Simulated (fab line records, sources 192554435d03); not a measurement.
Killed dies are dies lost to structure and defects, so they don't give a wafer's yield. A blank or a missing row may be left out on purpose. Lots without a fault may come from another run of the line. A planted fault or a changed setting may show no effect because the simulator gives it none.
Chamber matching | flow n5_finfet | N5_SPACER0_ALD_00 on ald_sin-01: 4 sister chambers
The step deposits SiOCN, target thk 3.5 nm, pulse time 3 s, purge time 2 s. 14 wafers are shown with their chamber, then 7 later ones without.

WAFERS WITH THEIR CHAMBER
wafer  | chamber | heater_power_w (W) | precursor_pulse_height_rel
L074.1 | 0       | 970                | 0.996
L074.2 | 3       | 792                | 0.983
L074.4 | 1       | 770                | 0.997
L076.1 | 1       | 768                | 1.024
L076.2 | 3       | 803                | 1.016
L076.4 | 0       | 950                | 0.973
L079.1 | 2       | 837                | 0.977
L079.2 | 1       | 772                | 1.008
L079.6 | 2       | 847                | 1.003
L080.1 | 1       | 747                | 1.010
L080.2 | 2       | 855                | 1.048
L080.4 | 3       | 789                | 1.005
L081.2 | 3       | 798                | 0.992
L081.3 | 1       | 765                | 1.016

SIGNATURES (means of the wafers above)
reading                    | chamber 0 | chamber 1 | chamber 2 | chamber 3 | scatter within a chamber
heater_power_w             | 960.00    | 764.40    | 846.33    | 795.50    | 9.41
precursor_pulse_height_rel | 0.98450   | 1.01100   | 1.00933   | 0.99900   | 0.0197
Rule: a wafer's distance from a chamber is the root of the sum, over the readings, of the square of ((its reading less the chamber's mean) divided by the reading's scatter). The wafer belongs to the nearest chamber; if the next one is less than 2 further off, it can't be placed. The scatter: the root of (the sum of the squares of (reading less its chamber's mean) over the shown wafers, divided by (wafers less chambers)).

WAFERS WITHOUT THEIR CHAMBER
wafer  | heater_power_w (W) | precursor_pulse_height_rel
L081.6 | 753                | 0.995
L084.2 | 1008               | 0.980
L084.4 | 831                | 0.998
L084.5 | 861                | 0.984
L085.1 | 839                | 0.978
L085.3 | 804                | 1.013
L085.5 | 759                | 0.998

WHICH CHAMBER EACH WENT THROUGH
wafer  | from the rows above | in truth
L081.6 | 1                   | 1
L084.2 | 0                   | 0
L084.4 | 2                   | 2
L084.5 | 2                   | 2
L085.1 | 2                   | 2
L085.3 | 3                   | 3
L085.5 | 1                   | 1
Placed correctly: 7 of 7. Can't be placed from these rows: 0. Placed wrongly: 0.
